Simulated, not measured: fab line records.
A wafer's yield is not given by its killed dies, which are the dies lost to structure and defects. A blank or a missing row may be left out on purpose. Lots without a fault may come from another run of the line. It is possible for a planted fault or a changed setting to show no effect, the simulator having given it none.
Matching of chambers + flow nandHarc + 4 sister chambers for NHARC_P_BONDPAD_ETCH_37 on rieDiel-12
The step etches the open film in N2/H2, target depth 60 nm, overetch 18 nm, time 65.91 s. 14 wafers are shown with their chamber, then 7 later ones without.

== WAFERS WITH THEIR CHAMBER ==
| wafer  | chamber | showerheadPlenumPTorr (Torr) | drypumpMotorCurrentA (A) | rfVppV (V) |
|--------|---------|------------------------------|--------------------------|------------|
| L074.2 | 3       | 2.15                         | 5.5                      | 432.3      |
| L074.3 | 1       | 2.21                         | 5.9                      | 436.6      |
| L074.5 | 1       | 2.21                         | 5.9                      | 433.8      |
| L078.1 | 3       | 2.15                         | 5.5                      | 432.1      |
| L078.2 | 1       | 2.20                         | 5.9                      | 436.1      |
| L078.3 | 2       | 2.08                         | 5.8                      | 430.7      |
| L083.2 | 3       | 2.14                         | 5.5                      | 432.9      |
| L083.3 | 1       | 2.20                         | 5.9                      | 435.7      |
| L083.4 | 0       | 1.89                         | 5.8                      | 426.3      |
| L084.1 | 3       | 2.14                         | 5.5                      | 432.6      |
| L084.2 | 0       | 1.89                         | 5.7                      | 426.0      |
| L084.6 | 2       | 2.07                         | 5.8                      | 431.1      |
| L085.2 | 3       | 2.14                         | 5.5                      | 433.5      |
| L085.3 | 2       | 2.07                         | 5.8                      | 430.0      |

SIGNATURES, as means of the wafers listed above
| reading               | chamber 0 | chamber 1 | chamber 2 | chamber 3 | scatter within a chamber |
|-----------------------|-----------|-----------|-----------|-----------|--------------------------|
| showerheadPlenumPTorr | 1.8900    | 2.2050    | 2.0733    | 2.1440    | 0.00535                  |
| drypumpMotorCurrentA  | 5.750     | 5.900     | 5.800     | 5.500     | 0.0224                   |
| rfVppV                | 426.150   | 435.550   | 430.600   | 432.680   | 0.798                    |
Rule: a wafer's distance from a chamber is the root of the sum, over the readings, of the square of ((its reading less the chamber's mean) divided by the reading's scatter). The wafer belongs to the nearest chamber; if the next one is less than 2 further off, it can't be placed. The scatter is the square root of a quotient: the sum, over the shown wafers, of each reading's squared deviation from its chamber's mean, divided by wafers minus chambers.

== WAFERS MISSING THEIR CHAMBER ==
| wafer  | showerheadPlenumPTorr (Torr) | drypumpMotorCurrentA (A) | rfVppV (V) |
|--------|------------------------------|--------------------------|------------|
| L085.5 | 2.07                         | 5.8                      | 430.4      |
| L090.1 | 2.07                         | 5.8                      | 433.3      |
| L090.5 | 2.22                         | 5.8                      | 436.7      |
| L090.6 | 2.14                         | 5.5                      | 433.9      |
| L091.2 | 2.22                         | 5.7                      | 433.8      |
| L091.5 | 2.22                         | 5.8                      | 435.4      |
| L091.6 | 2.19                         | 5.9                      | 436.4      |

== EACH ONE'S CHAMBER ==
| wafer  | from the rows above | in truth                   |
|--------|---------------------|----------------------------|
| L085.5 | 2                   | 2                          |
| L090.1 | 2                   | 2                          |
| L090.5 | 1                   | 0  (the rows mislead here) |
| L090.6 | 3                   | 3                          |
| L091.2 | 1                   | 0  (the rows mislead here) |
| L091.5 | 1                   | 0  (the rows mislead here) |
| L091.6 | 1                   | 1                          |
4 of 7 placed correctly. Can't be placed from these rows: 0. 3 placed wrongly.
